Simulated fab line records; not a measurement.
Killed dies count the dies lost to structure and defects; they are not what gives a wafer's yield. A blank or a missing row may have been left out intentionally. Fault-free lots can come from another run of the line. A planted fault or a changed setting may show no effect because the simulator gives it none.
Chamber matching / flow n5 finfet / pecvd-03 running N5_BEOL_M8_DEP_56: 3 sister chambers
The step deposits SiCN from 3MS/NH3, target thk 10 nm, time 17.5 s. 6 wafers are shown with their chamber, then 8 later ones without.

## EACH WAFER AND ITS CHAMBER
wafer=L083.1; chamber=1; showerhead plenum p Torr (Torr)=3.660; throttle valve pct (%)=9.1
wafer=L084.2; chamber=0; showerhead plenum p Torr (Torr)=3.651; throttle valve pct (%)=9.4
wafer=L084.3; chamber=0; showerhead plenum p Torr (Torr)=3.645; throttle valve pct (%)=9.4
wafer=L089.5; chamber=1; showerhead plenum p Torr (Torr)=3.677; throttle valve pct (%)=9.0
wafer=L089.6; chamber=2; showerhead plenum p Torr (Torr)=3.681; throttle valve pct (%)=8.9
wafer=L088.1; chamber=2; showerhead plenum p Torr (Torr)=3.689; throttle valve pct (%)=8.9

## WAFERS WITHOUT THEIR CHAMBER
wafer=L088.3; showerhead plenum p Torr (Torr)=3.665; throttle valve pct (%)=8.9
wafer=L088.4; showerhead plenum p Torr (Torr)=3.648; throttle valve pct (%)=9.0
wafer=L092.1; showerhead plenum p Torr (Torr)=3.676; throttle valve pct (%)=9.0
wafer=L092.4; showerhead plenum p Torr (Torr)=3.672; throttle valve pct (%)=8.9
wafer=L092.6; showerhead plenum p Torr (Torr)=3.687; throttle valve pct (%)=9.0
wafer=L090.2; showerhead plenum p Torr (Torr)=3.687; throttle valve pct (%)=9.1
wafer=L090.5; showerhead plenum p Torr (Torr)=3.668; throttle valve pct (%)=9.2
wafer=L090.6; showerhead plenum p Torr (Torr)=3.682; throttle valve pct (%)=9.1

## EACH ONE'S CHAMBER
wafer=L088.3; from the rows above=can't be placed: 2 or 1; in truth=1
wafer=L088.4; from the rows above=1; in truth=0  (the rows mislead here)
wafer=L092.1; from the rows above=can't be placed: 1 or 2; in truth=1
wafer=L092.4; from the rows above=2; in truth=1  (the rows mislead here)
wafer=L092.6; from the rows above=can't be placed: 2 or 1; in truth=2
wafer=L090.2; from the rows above=1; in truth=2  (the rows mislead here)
wafer=L090.5; from the rows above=can't be placed: 1 or 0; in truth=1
wafer=L090.6; from the rows above=1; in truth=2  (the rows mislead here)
Correct placement for 0 of the 8. From these rows, 4 cannot be placed; in 4 the true chamber is one of the candidates. Wrongly placed: 4.
How it was worked out, from the rows above alone: a wafer's distance from a chamber is the root of the sum, over the readings, of the square of ((its reading less the chamber's mean) divided by the reading's scatter). If the next closest chamber is less than 2 further off than the closest, the wafer can't be placed; otherwise it belongs to the closest. The mean given for a chamber averages the wafers shown for that chamber. The scatter: take each reading less its chamber's mean, square it, sum over the shown wafers, divide by the number of wafers less the number of chambers, and take the root.
